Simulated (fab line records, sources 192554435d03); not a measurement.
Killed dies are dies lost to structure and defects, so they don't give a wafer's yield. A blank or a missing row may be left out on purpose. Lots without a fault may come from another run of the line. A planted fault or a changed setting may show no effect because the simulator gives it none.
A struck lot beside a sound one | flow n5_finfet | 15 steps out of a route of 1938
Sound: wafers L786.2, L786.3, L786.6. Struck: wafers L803.1, L803.5, L803.6. The cause comes at the end.
At each step with rows: each side's tool, then ch and its chambers, then its first start. Under that, the readings that differ: sound wafers | struck wafers | difference of the means | sigmas: that difference in standard deviations of wafers without a fault.
alike: readings whose means differ by less than 2 such deviations, and words and numbers that are the same on both sides. not compared: withheld readings, readings that some wafer has no value for, bounds like >300 that may hide the same value, and numbers for which the record gives no deviation and whose values overlap.
The two part at a step that has a row with sigmas, a row that says differs or no value, or rows on one side only. Numbers that don't overlap but have no deviation are shown without sigmas and don't part them. A reading that every wafer of one side lacks parts them only if that side has two wafers or more.

first, 4 steps without rows for these wafers: N5_BEOL_M1_SOFTBAKE_23 (time 60 s); N5_BEOL_M1_EXPOSE_25 (exposes mask V0, defocus 5 nm, target cd 24 nm); N5_BEOL_M1_PEB_26 (peb time 60 s); N5_BEOL_M1_DEVELOP_27 (develop time 30 s).
N5_BEOL_M1_CD_MEAS_28: target cd y 23.3 nm.
  sound on cd_sem-01 ch 0, day 7 13:08; struck on cd_sem-01 ch 0, day 11 17:30
  alike: cd_nm
N5_BEOL_M1_OVL_MEAS_29:
  sound on overlay-02 ch 0, day 7 13:10; struck on overlay-02 ch 0, day 11 17:32
  alike: V0_OVL
N5_BEOL_M1_INSPECT_30: inspects for defects (brightfield).
  sound on defect_inspect-02, day 7 13:13; struck on defect_inspect-02, day 11 17:35
  alike: raw_defect_count
N5_BEOL_M1_DESCUM_33: chemistry O2, time 7 s.
  sound on rie_diel-03 ch 0,1,2, day 7 13:16; struck on rie_diel-03 ch 1,2, day 11 17:37
  alike: drypump_motor_current_A, oes_product_au, rf_vpp_V, showerhead_plenum_p_Torr, throttle_valve_pct
  not compared: rf_hours_counter_h
N5_BEOL_M1_ETCH_77: etches underlayer in N2/H2, target depth 6.5 nm, time 5.2 s.
  sound on rie_diel-03 ch 0,1,2, day 7 13:17; struck on rie_diel-03 ch 1,2, day 11 17:40
  alike: bias_w, drypump_motor_current_A, etch_rf_on_time_s, oes_product_au, rf_vpp_V, showerhead_plenum_p_Torr, throttle_valve_pct
  not compared: rf_hours_counter_h
N5_BEOL_M1_ETCH_69: etches SiARC in CF4, target depth 15.6 nm, time 26 s.
  sound on rie_diel-03 ch 0,1,2, day 7 13:19; struck on rie_diel-03 ch 1,2, day 11 17:41
  alike: bias_w, drypump_motor_current_A, etch_rf_on_time_s, mfc_ar_sccm, oes_product_au, rf_vpp_V, showerhead_plenum_p_Torr, throttle_valve_pct
  not compared: rf_hours_counter_h
N5_BEOL_M1_ALD_98: deposits SiO2, target thk 2.5 nm, pulse time 1 s, co reactant pulse time 1 s.
  sound on ald_sin-04 ch 0,1,3, day 7 13:23; struck on ald_sin-02 ch 0,3, day 11 17:46
  alike: heater_power_outer_w, heater_power_w, precursor_pulse_height_rel, susceptor_temp_C
N5_BEOL_M1_ETCHBACK_99: etches SiO2 in CHF3, target depth 5 nm, time 10.4 s.
  sound on rie_diel-01 ch 0,3, day 7 14:46; struck on rie_diel-01 ch 1,2, day 12 00:12
  alike: drypump_motor_current_A, mfc_ar_sccm, oes_ar_750_au, oes_product_au, rf_vpp_V, showerhead_plenum_p_Torr, throttle_valve_pct
  not compared: rf_hours_counter_h
N5_BEOL_M1_ETCH_70: etches SOC in N2/H2, target depth 80 nm, overetch 16 nm, time 120 s.
  sound on rie_diel-01 ch 0,3, day 7 14:49; struck on rie_diel-01 ch 1,2, day 12 00:14
  reading                                    | sound             | struck            | difference | sigmas
  bias_w (W)                                 | 149.8 150.4 149.8 | 169.1 170.4 168.6 | +19.4      | +44
  rf_vpp_V (V)                               | 527.9 521.4 527.7 | 566.2 567.9 565.9 | +41.0      | +14
  model.SiARC_of_BEOL_M1_COAT_68.thk_nm (nm) | 6.4 6.2 6.4       | 5.2 5.2 5.2       | -1.1       |
  alike: drypump_motor_current_A, oes_product_au, showerhead_plenum_p_Torr, throttle_valve_pct
  not compared: rf_hours_counter_h
then, 1 step without rows for these wafers: N5_BEOL_M1_STRIP_71 (strips in N2/H2).
N5_BEOL_M4_RC_MEAS_101:
  sound on prober-01 ch 0, day 9 06:51; struck on prober-01 ch 0, day 13 16:14
  alike: DIBL_N, DIBL_P, IOFF_N, IOFF_P, ION_N, ION_P, SS_N, SS_P, VT_N, VT_P

WHERE THEY PART
Only at N5_BEOL_M1_ETCH_70, within this record. Later steps at which nothing parts them and some readings are alike: N5_BEOL_M4_RC_MEAS_101.

WHY: what the simulator had put in
Process parameter drift: rie_diel-01, from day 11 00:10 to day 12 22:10, at N5_BEOL_M1_ETCH_70. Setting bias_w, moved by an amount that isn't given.
